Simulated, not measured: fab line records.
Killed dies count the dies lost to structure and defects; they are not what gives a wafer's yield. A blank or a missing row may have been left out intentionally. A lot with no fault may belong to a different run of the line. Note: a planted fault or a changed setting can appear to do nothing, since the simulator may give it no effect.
Struck lot and sound lot, side by side + flow n5_finfet + 15 out of 1938 route steps
Sound: wafers L286.1, L286.5, L286.6. Struck: wafer L292.2; the same lot's L292.5 was not struck, so it is left out; see the end for the cause.
Each step with rows lists, per side, the tool, then ch with its chambers, then its first start. Under that, the readings that differ: sound wafers + struck wafers + difference of the means + sigmas: that difference in standard deviations of wafers without a fault.
alike: readings with means less than 2 such deviations apart, plus words and numbers identical on both sides. not compared: withheld readings, readings lacking a value on some wafer, bounds such as >300 that could conceal the same value, and numbers that have no deviation in the record and whose values overlap.
The two part at a step that has a row with sigmas, a row that says differs or no value, or rows on one side only. Non-overlapping numbers with no deviation appear without sigmas and do not part them. Lack of a reading on every wafer of one side parts them only where that side has two or more wafers.

first, 1 step without rows for these wafers: N5_BEOL_M3_SPUTTER_92 (material Cu, target thk 4.5 nm, time 8.29 s).
N5_BEOL_M3_ANNEAL_93: time 240 s.
  struck on pvd_sputter-03, day 12 00:19; sound on pvd_sputter-02, day 10 14:34
  alike: heater_power_w
N5_BEOL_M3_SPUTTER_94: material Cu, target thk 4.5 nm, time 8.29 s.
  struck on pvd_sputter-03, day 12 00:27; sound on pvd_sputter-02, day 10 14:42
  alike: substrate_temp_c, throttle_valve_pct
then, 3 steps without rows for these wafers: N5_BEOL_M3_ANNEAL_95 (time 240 s); N5_BEOL_M3_SPUTTER_96 (material Cu, target thk 4.5 nm, time 8.29 s); N5_BEOL_M3_ECD_50 (material Cu, target thk 300 nm).
N5_BEOL_M3_ANNEAL_51: time 90 s.
  sound on rtp_anneal-02 ch 0, day 10 15:07; struck on rtp_anneal-02 ch 0, day 12 00:58
  alike: wafer_temp_C_max
then, 1 step without rows for these wafers: N5_BEOL_M3_CMP_52 (polishes, stops on SiOC, t overpolish 6.8 s, target thk 40 nm).
N5_BEOL_M3_THK_MEAS_53: measures by xrf.
  struck on film_metro-01, day 12 01:44; sound on film_metro-01, day 10 15:43
  alike: M3_THK
N5_BEOL_M3_PRE_CLEAN_60: time 15 s.
  sound on cvd_co-02 ch 0,2, day 10 15:44; struck on cvd_co-01 ch 0, day 12 01:50
  alike: heater_power_w
N5_BEOL_M3_CO_CAP_55: material Co, precursor CCTBA/H2, target thk 2 nm, time 102.1 s.
  sound on cvd_co-02 ch 0,2, day 10 15:47; struck on cvd_co-01 ch 0, day 12 01:52
  alike: heater_power_w
then, 1 step without rows for these wafers: N5_BEOL_M3_PRE_CLEAN_56 (time 15 s).
N5_BEOL_M3_DEP_57: deposits SiCN from 3MS/NH3, target thk 8 nm, time 14 s.
  sound on pecvd-02 ch 0,1, day 10 15:54; struck on pecvd-01 ch 2, day 12 01:59
| reading                                  | sound     | struck | difference | sigmas |
|------------------------------------------|-----------|--------|------------|--------|
| model.SiCN_of_BEOL_M3_DEP_57.thk_nm (nm) | 8 8.4 8.2 | 11     | +3         |        |
  alike: showerhead_plenum_p_Torr, showerhead_vpp_V, throttle_valve_pct
N5_BEOL_M3_RS_MEAS_58: uses a four-point probe to measure.
  struck on film_metro-01, day 12 02:04; sound on film_metro-01, day 10 15:58
  alike: M3_RS
N5_BEOL_M4_RC_MEAS_101:
  sound on prober-01 ch 0, day 11 05:16; struck on prober-01 ch 0, day 12 12:02
| reading       | sound       | struck | difference | sigmas |
|---------------|-------------|--------|------------|--------|
| ION_P (uA/um) | 456 453 451 | 474    | +21        | +3     |
  alike: DIBL_N, DIBL_P, IOFF_N, IOFF_P, ION_N, SS_N, SS_P, VT_N, VT_P

WHERE THEY PART
Within this record, at N5_BEOL_M4_RC_MEAS_101 only.

WHY: what had been put in by the simulator
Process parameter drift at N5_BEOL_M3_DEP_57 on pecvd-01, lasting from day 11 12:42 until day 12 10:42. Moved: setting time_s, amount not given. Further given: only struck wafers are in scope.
